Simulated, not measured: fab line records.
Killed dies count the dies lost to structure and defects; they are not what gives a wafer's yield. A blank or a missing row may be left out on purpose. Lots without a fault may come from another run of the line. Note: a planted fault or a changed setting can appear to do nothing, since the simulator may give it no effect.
Struck lot and sound lot, side by side / flow n5Finfet / 37 steps out of a route of 1938
Sound: the wafers L340.1, L340.3, L340.6. Struck: wafers L345.1, L345.3. The cause comes at the end.
For every step that has rows: the tool of each side, followed by ch and its chambers, followed by its first start. Under that, the readings that differ: sound wafers / struck wafers / difference of the means / sigmas: that difference in standard deviations of wafers without a fault.
alike: same words and numbers on both sides, and readings whose means sit less than 2 such deviations apart. not compared: any withheld reading, any reading some wafer has no value for, any bound like >300 that may hide the same value, and any number with overlapping values for which the record gives no deviation.
A row with sigmas, a row that says differs or no value, or rows on one side alone: a step with any of these is where the two part. Numbers that don't overlap but have no deviation are shown without sigmas and don't part them. A reading missing from all wafers of one side parts the sides only when that side holds two or more wafers.

first, 9 steps without rows for these wafers: N5_BEOL_M12_PRE_CLEAN_42 (time 30 s); N5_BEOL_M12_SPUTTER_43 (material TaN, target thk 15 nm, time 24.19 s); N5_BEOL_M12_SPUTTER_44 (material Ta, target thk 10 nm, time 16.13 s); N5_BEOL_M12_SPUTTER_45 (material Cu, target thk 80 nm, time 13.33 s); N5_BEOL_M12_ECD_47 (material Cu, target thk 720 nm); N5_BEOL_M12_ANNEAL_48 (time 90 s); N5_BEOL_M12_CMP_49 (polishes, stops on SiOC, t overpolish 20.6 s, target thk 320 nm); N5_BEOL_M12_PRE_CLEAN_52 (time 15 s); N5_BEOL_M12_DEP_53 (deposits SiCN from 3MS/NH3, target thk 30 nm, time 10.5 s).
N5_BEOL_M13_ILD_DEP_00: deposits SiOC from DEMS/O2, target thk 837.92 nm, time 166.4 s.
  sound on pecvd-03 ch 0,1, day 16 20:10; struck on pecvd-04 ch 0,1, day 17 04:41
reading=runLengthS (s); sound=211.4 211.0 210.8; struck=177.5 175.9; difference=-34.4; sigmas=-66
reading=model.SiOC_of_BEOL_M13_ILD_DEP_00.thkNm (nm); sound=819.8 831.2 850.8; struck=654.8 658.2; difference=-177.4; sigmas=
  alike: heaterPowerW, showerheadPlenumPTorr, throttleValvePct
N5_BEOL_M13_THK_MEAS_01:
  sound on filmMetro-01 at day 16 20:19; struck on filmMetro-02 at day 17 04:50
reading=M13_ILD_THK (nm); sound=820 831 851; struck=655 659; difference=-177; sigmas=-18
then, 10 steps without rows for these wafers: N5_BEOL_M13_COAT_58 (time 60 s, resist thk 89 nm); N5_BEOL_M13_COAT_04 (resist thk 400 nm); N5_BEOL_M13_EBR_06; N5_BEOL_M13_SOFTBAKE_05 (time 60 s); N5_BEOL_M13_EXPOSE_07 (exposes mask V12); N5_BEOL_M13_PEB_08 (peb time 90 s); N5_BEOL_M13_DEVELOP_09 (develop time 45 s); N5_BEOL_M13_HARDBAKE_14 (time 120 s); N5_BEOL_M13_DESCUM_15 (chemistry O2, time 7.9 s); N5_BEOL_M13_ETCH_59 (etches BARC in N2/H2, target depth 89 nm, overetch 26.7 nm, time 67.9 s).
N5_BEOL_M13_VIA_ETCH_16: etches SiOC in C4F8/O2/Ar, target depth 921.7 nm.
  sound on rieDiel-03 ch 0,2, day 16 20:55; struck on rieDiel-03 ch 0,2, day 17 05:23
reading=model.etch.depthNm (nm); sound=819.9 831.2 850.8; struck=654.8 658.2; difference=-177.5; sigmas=
reading=model.coat_of_BEOL_M13_COAT_04.thkNm (nm); sound=71.2 73.8 66.8; struck=124.4 119.4; difference=+51.3; sigmas=
  alike: biasW, chamberPressureMTorr, drypumpMotorCurrentA, oesProductAu, rfVppV, showerheadPlenumPTorr, throttleValvePct
N5_BEOL_M13_STRIP_63: strips in N2/H2.
  sound on plasmaAsher-01 ch 0,1, day 16 21:10; struck on plasmaAsher-02 ch 0, day 17 05:38
reading=oesProductAu (a.u.); sound=0.674 0.673 0.667; struck=0.690 0.696; difference=+0.022; sigmas=+5
reading=stripTimeToEndpointS (s); sound=28.0 28.8 26.7; struck=42.8 41.5; difference=+14.3; sigmas=+12
  alike: chamberPressureMTorr, drypumpMotorCurrentA, heaterPowerW
  not compared: rfHoursCounterH
then, 12 steps without rows for these wafers: N5_BEOL_M13_STRIP_64 (strips in N2/H2); N5_BEOL_M13_STRIP_71 (strips in post etch residue remover, time 60 s); N5_BEOL_M13_SRD_72 (time 30 s, dry time 30 s); N5_BEOL_M13_COAT_65 (time 60 s, resist thk 350 nm); N5_BEOL_M13_COAT_66 (time 60 s, resist thk 110 nm); N5_BEOL_M13_COAT_22 (resist thk 300 nm); N5_BEOL_M13_EBR_24; N5_BEOL_M13_SOFTBAKE_23 (time 60 s); N5_BEOL_M13_EXPOSE_25 (exposes mask M13, target cd 210 nm); N5_BEOL_M13_PEB_26 (peb time 90 s); N5_BEOL_M13_DEVELOP_27 (develop time 45 s); N5_BEOL_M13_HARDBAKE_32 (time 120 s).
N5_BEOL_M13_CMP_49: polishes, stops on SiOC, t overpolish 17.1 s, target thk 420 nm.
  sound on cmp-01 ch 0,1, day 17 04:27; struck on cmp-04 ch 0,1, day 17 10:04
reading=model.SiOC_of_BEOL_M13_ILD_DEP_00.thkNm (nm); sound=761.4 773 789.8; struck=595.2 594.4; difference=-179.9; sigmas=
  alike: clearingPlatenRpm, motorCurrentA
N5_PASSIVATION_PROBE_49:
  rows exist in the record for the sound wafers here (prober-02, day 18 11:35), none for the struck ones

## WHERE THEY PART
At N5_BEOL_M13_ILD_DEP_00 first; at N5_PASSIVATION_PROBE_49 last (within this record only).

WHY: what had been put in by the simulator
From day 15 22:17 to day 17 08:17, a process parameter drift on pecvd-04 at N5_BEOL_M13_ILD_DEP_00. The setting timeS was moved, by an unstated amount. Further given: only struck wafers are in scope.
